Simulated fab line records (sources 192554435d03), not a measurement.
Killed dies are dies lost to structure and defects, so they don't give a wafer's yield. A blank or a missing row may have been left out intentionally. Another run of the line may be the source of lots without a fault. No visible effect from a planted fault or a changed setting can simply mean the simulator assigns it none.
Chamber matching + flow n5Finfet + N5_BEOL_M15_ETCH_61 on rieDiel-03: 4 sister chambers
The step etches BARC in N2/H2, target depth 89 nm, overetch 26.7 nm, time 67.9 s. 4 wafers are shown with their chamber, then 11 later ones without.

## WAFERS WITH THEIR CHAMBER
| wafer  | chamber | showerheadPlenumPTorr (Torr) |
|--------|---------|------------------------------|
| L082.5 | 0       | 2.52                         |
| L086.3 | 1       | 2.44                         |
| L086.4 | 3       | 2.65                         |
| L093.1 | 2       | 2.41                         |

## WAFERS WITHOUT THEIR CHAMBER
| wafer  | showerheadPlenumPTorr (Torr) |
|--------|------------------------------|
| L093.4 | 2.44                         |
| L093.5 | 2.44                         |
| L095.2 | 2.51                         |
| L095.3 | 2.65                         |
| L095.5 | 2.65                         |
| L096.1 | 2.44                         |
| L096.3 | 2.51                         |
| L096.5 | 2.44                         |
| L097.1 | 2.40                         |
| L097.2 | 2.64                         |
| L097.3 | 2.43                         |

## WHICH CHAMBER EACH ONE RAN IN
| wafer  | from the rows above     | in truth |
|--------|-------------------------|----------|
| L093.4 | 1                       | 1        |
| L093.5 | 1                       | 1        |
| L095.2 | 0                       | 0        |
| L095.3 | 3                       | 3        |
| L095.5 | 3                       | 3        |
| L096.1 | 1                       | 1        |
| L096.3 | 0                       | 0        |
| L096.5 | 1                       | 1        |
| L097.1 | 2                       | 2        |
| L097.2 | 3                       | 3        |
| L097.3 | can't be placed: 1 or 2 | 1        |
10 of 11 placed correctly. From these rows, 1 cannot be placed; in 1 the true chamber is one of the candidates. 0 placed wrongly.
How it was worked out, from the rows above alone: a wafer's distance from a chamber is the root of the sum, over the readings, of the square of ((its reading less the chamber's mean) divided by the reading's scatter). The wafer belongs to the nearest chamber; if the next one is less than 2 further off, it can't be placed. A chamber's mean is the mean of its shown wafers. The scatter: with one shown wafer a chamber, the root of the mean of the squares of how far each hidden wafer lies from its nearest shown one.
